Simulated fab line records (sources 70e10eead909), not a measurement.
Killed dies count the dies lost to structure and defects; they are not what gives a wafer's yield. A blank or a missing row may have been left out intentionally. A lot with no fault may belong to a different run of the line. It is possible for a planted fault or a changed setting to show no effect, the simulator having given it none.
Which tool is to blame?	flow nandHarc	14 lots with 41 wafers sampled at 5 steps, on a route of 1159 steps

== WHAT THE GAUGES READ, wafer by wafer ==
NHARC_A_SLIT_INSPECT_11.
lot	measured	on	rawDefectCount
L317	day 14 09:03	defectInspect-01	19 33 20
L321	day 14 17:16	defectInspect-02	27 25 17
L318	day 14 17:26	defectInspect-01	20 18 32
L320	day 14 17:35	defectInspect-02	15 14 16
L319	day 14 19:14	defectInspect-01	18 27 16
L324	day 16 09:02	defectInspect-02	15 8 19
L325	day 16 15:25	defectInspect-01	23 18 27
L327	day 16 16:50	defectInspect-01	22 20
L332	day 17 17:22	defectInspect-02	8 13 15
L333	day 18 06:43	defectInspect-01	42 31 31
L336	day 18 21:23	defectInspect-02	36 35 41
L334	day 19 04:53	defectInspect-02	37 33 20
L339	day 19 19:55	defectInspect-01	19 21 12
L340	day 20 08:14	defectInspect-02	17 19 17

NHARC_A_SLIT_CD_MEAS_21.
lot	measured	on	cdNm (nm)
L317	day 14 12:41	cdSem-01	290.6 289.5 288.8
L321	day 14 22:24	cdSem-02	289.9 289.5 289.8
L318	day 14 21:04	cdSem-01	289.7 290.6 289.1
L320	day 14 22:45	cdSem-03	289.2 289.9 289.3
L319	day 15 00:04	cdSem-01	290.5 290.2 290.9
L324	day 16 12:29	cdSem-02	288.3 288.2 288.2
L325	day 16 21:34	cdSem-02	288.8 288.1 288.4
L327	day 16 22:04	cdSem-01	291.3 289.5
L332	day 18 00:35	cdSem-03	289.0 288.2 289.4
L333	day 18 10:10	cdSem-01	289.1 288.7 288.7
L336	day 19 02:09	cdSem-01	289.4 290.7 290.4
L334	day 19 11:11	cdSem-01	289.9 291.1 290.0
L339	day 20 00:46	cdSem-03	289.6 290.0 289.7
L340	day 20 11:41	cdSem-03	290.6 289.7 290.6

NHARC_A_WL_FILL_INSPECT_15.
lot	measured	on	rawDefectCount
L317	day 16 03:56	defectInspect-02	340 374 385
L321	day 16 10:32	defectInspect-01	325 255 246
L318	day 16 10:23	defectInspect-02	476 309 391
L320	day 16 14:38	defectInspect-02	368 455 415
L319	day 16 16:07	defectInspect-02	254 325 248
L324	day 18 00:30	defectInspect-01	301 190 294
L325	day 18 13:21	defectInspect-02	402 362 482
L327	day 18 08:37	defectInspect-01	399 382
L332	day 19 15:41	defectInspect-02	577 487 608
L333	day 20 01:44	defectInspect-02	457 395 394
L336	day 20 16:56	defectInspect-02	229 261 203
L334	day 21 00:17	defectInspect-01	435 552 339
L339	day 21 17:02	defectInspect-01	415 548 364
L340	day 22 03:08	defectInspect-01	260 334 327

NHARC_END_SORT_01.
lot	measured	on	killedAtArray	killedAtOther	killedAtPeriphery	killedDies	killedOpen	killedShort
L327	day 21 23:02	prober-01	23	0	5	28	1	1

== TOOL THAT RAN EACH LOT (tool first, then ch and the chambers of the sampled wafers, then the start) ==
lot	NHARC_A_WL_FILL_ETCHBACK_17
L317	rieMetal-03 ch 0,1, day 15 16:45
L321	rieMetal-01 ch 0,1, day 15 23:18
L318	rieMetal-03 ch 0,1, day 15 23:11
L320	rieMetal-02 ch 1, day 15 23:16
L319	rieMetal-02 ch 0,1, day 16 03:03
L324	rieMetal-01 ch 0,1, day 17 11:06
L325	rieMetal-01 ch 0,1, day 17 22:16
L327	rieMetal-01 ch 0,1, day 17 19:07
L332	rieMetal-02 ch 0,1, day 19 00:10
L333	rieMetal-03 ch 0,1, day 19 10:05
L336	rieMetal-02 ch 0,1, day 20 04:28
L334	rieMetal-03 ch 0,1, day 20 12:03
L339	rieMetal-02 ch 0,1, day 21 04:19
L340	rieMetal-03 ch 0,1, day 21 13:34
- NHARC_A_WL_FILL_ETCHBACK_17: etches the open film in Cl2/BCl3, target depth 4 nm, time 26.7 s.

== AS READ BY THE TOOLS THEMSELVES (means over the sampled wafers that have a number; for cases with no such wafer, the mark the record gives instead) ==
NHARC_A_WL_FILL_ETCHBACK_17.
lot	tool	drypumpMotorCurrentA (A)	oesProductAu (a.u.)	runLengthS (s)
L317	rieMetal-03	5.9	0.997	47.7
L321	rieMetal-01	5.6	1.001	47.7
L318	rieMetal-03	5.8	0.996	48.4
L320	rieMetal-02	6.1	0.995	47.9
L319	rieMetal-02	5.3	1.000	48.4
L324	rieMetal-01	5.6	1.000	45.5
L325	rieMetal-01	5.6	0.996	45.6
L327	rieMetal-01	5.6	0.995	46.2
L332	rieMetal-02	5.3	0.992	48.2
L333	rieMetal-03	5.8	0.995	48.3
L336	rieMetal-02	5.7	0.999	48.1
L334	rieMetal-03	5.8	0.992	48.2
L339	rieMetal-02	5.7	0.996	48.1
L340	rieMetal-03	5.8	0.997	48.3

== THE ANSWER, worked out from the rows above alone ==
Rule: usual is defined by the lots themselves. The widest of any qualifying gaps counts: lots, ordered by their means at a reading, are off when they make up no more than a third of the lots, leave a main group of 4 or more, and stand apart from it by 3 or more times the standard deviation of that group's means. A main group is skipped when, at the precision printed for the reading in the tables above, its means are all equal. A lot without any number at a reading at which 4 lots or more have one is off too. Where the step has rows for the other lots, those lots are counted as sound. The gauges are gone through in route order, then the tools' own readings, and for those a lot's mean is taken as printed above. The first step at which some lot is off is used, and at that step the reading that is off furthest; a lot without a number counts as furthest.
Off: L324, L325, L327 (NHARC_A_WL_FILL_ETCHBACK_17, runLengthS). The main group: mean 48.1 s, standard deviation 0.24.
If a tool, at that step or one of the process steps before it, ran each lot that is off and ran no sound lot following the first of them, it fits. One candidate fits, namely rieMetal-01 at NHARC_A_WL_FILL_ETCHBACK_17. Its last sound lot is L321 (day 15 23:18), its first lot that is off L324 (day 17 11:06): a fault that began between those two fits.
The tool's own readings at NHARC_A_WL_FILL_ETCHBACK_17 bear it out: on the lots that are off they differ by more than 5 times the standard deviation of the sound lots' means. runLengthS reads 45.8 s there against 48.1 s on the sound lots.

== WHAT HAD BEEN PUT IN BY THE SIMULATOR ==
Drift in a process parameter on rieMetal-01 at NHARC_A_WL_FILL_ETCHBACK_17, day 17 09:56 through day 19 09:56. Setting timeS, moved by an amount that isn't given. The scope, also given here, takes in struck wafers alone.
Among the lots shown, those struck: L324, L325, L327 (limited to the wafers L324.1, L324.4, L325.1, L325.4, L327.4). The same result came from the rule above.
